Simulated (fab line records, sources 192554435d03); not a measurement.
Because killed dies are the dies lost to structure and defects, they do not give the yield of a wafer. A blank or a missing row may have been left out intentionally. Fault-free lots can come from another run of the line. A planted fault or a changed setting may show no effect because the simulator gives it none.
Which tool did it? | flow n5 finfet | 36 wafers from 12 lots sampled at 3 of the route's 1938 steps

WHAT THE GAUGES SHOWED, per wafer
N5_BEOL_M4_OCD_MEAS_38.
lot  | measured     | on     | trench depth nm (nm)
L075 | day 8 04:58  | ocd-02 | 55.6 56.1 56.1
L077 | day 8 20:43  | ocd-01 | 54.2 54.7 55.1
L079 | day 9 12:54  | ocd-01 | 54.8 55.6 55.5
L081 | day 9 19:59  | ocd-01 | 54.5 55.1 54.1
L084 | day 10 03:46 | ocd-02 | 56.7 54.4 55.9
L085 | day 11 01:11 | ocd-01 | 53.7 53.9 56.1
L089 | day 11 13:29 | ocd-02 | 54.0 54.8 56.2
L090 | day 11 22:26 | ocd-01 | 55.5 54.9 56.5
L092 | day 12 12:47 | ocd-02 | 56.0 54.6 54.2
L094 | day 12 22:23 | ocd-01 | 56.1 55.0 54.3
L095 | day 13 07:23 | ocd-01 | 55.4 56.3 56.8
L097 | day 13 17:50 | ocd-01 | 55.2 55.3 56.0

TOOL THAT RAN EACH LOT (tool first, then ch and the chambers of the sampled wafers, then the start)
lot  | N5_BEOL_M4_ETCH_77                 | N5_BEOL_M4_ETCH_69
L075 | rie diel-03 ch 2,3, day 8 04:11    | rie diel-03 ch 2,3, day 8 04:12
L077 | rie diel-04 ch 1,2,3, day 8 12:28  | rie diel-04 ch 1,2,3, day 8 12:29
L079 | rie diel-03 ch 0,1, day 9 07:53    | rie diel-03 ch 0,1, day 9 07:53
L081 | rie diel-03 ch 0,1,3, day 9 15:41  | rie diel-03 ch 0,1,3, day 9 15:41
L084 | rie diel-02 ch 0,1,3, day 9 21:47  | rie diel-02 ch 0,1,3, day 9 21:49
L085 | rie diel-03 ch 0,2,3, day 10 16:49 | rie diel-03 ch 0,2,3, day 10 16:50
L089 | rie diel-02 ch 0,1,2, day 11 10:53 | rie diel-02 ch 0,1,2, day 11 10:53
L090 | rie diel-04 ch 0,1,3, day 11 15:50 | rie diel-04 ch 0,1,3, day 11 15:50
L092 | rie diel-03 ch 0,2, day 12 05:10   | rie diel-03 ch 0,2, day 12 05:11
L094 | rie diel-04 ch 0,1,3, day 12 18:07 | rie diel-04 ch 0,1,3, day 12 18:08
L095 | rie diel-02 ch 0,2,3, day 13 00:45 | rie diel-02 ch 0,2,3, day 13 00:46
L097 | rie diel-04 ch 0,2,3, day 13 15:26 | rie diel-04 ch 0,2,3, day 13 15:27
- N5_BEOL_M4_ETCH_77: etches underlayer in N2/H2, target depth 6.5 nm, time 5.2 s.
- N5_BEOL_M4_ETCH_69: etches SiARC in CF4, target depth 15.6 nm, time 26 s.

THE ANSWER, worked out from the rows above alone
Rule: usual is defined by the lots themselves. The widest of any qualifying gaps counts: lots, ordered by their means at a reading, are off when they make up no more than a third of the lots, leave a main group of 4 or more, and stand apart from it by 3 or more times the standard deviation of that group's means. Not used: any main group whose means are identical at the precision the tables above print for the reading. A lot without any number at a reading at which 4 lots or more have one is off too. All remaining lots with rows at the step are treated as sound.
None of the lots is off at any reading shown; this tells nothing.

WHAT WAS PUT IN BY THE SIMULATOR
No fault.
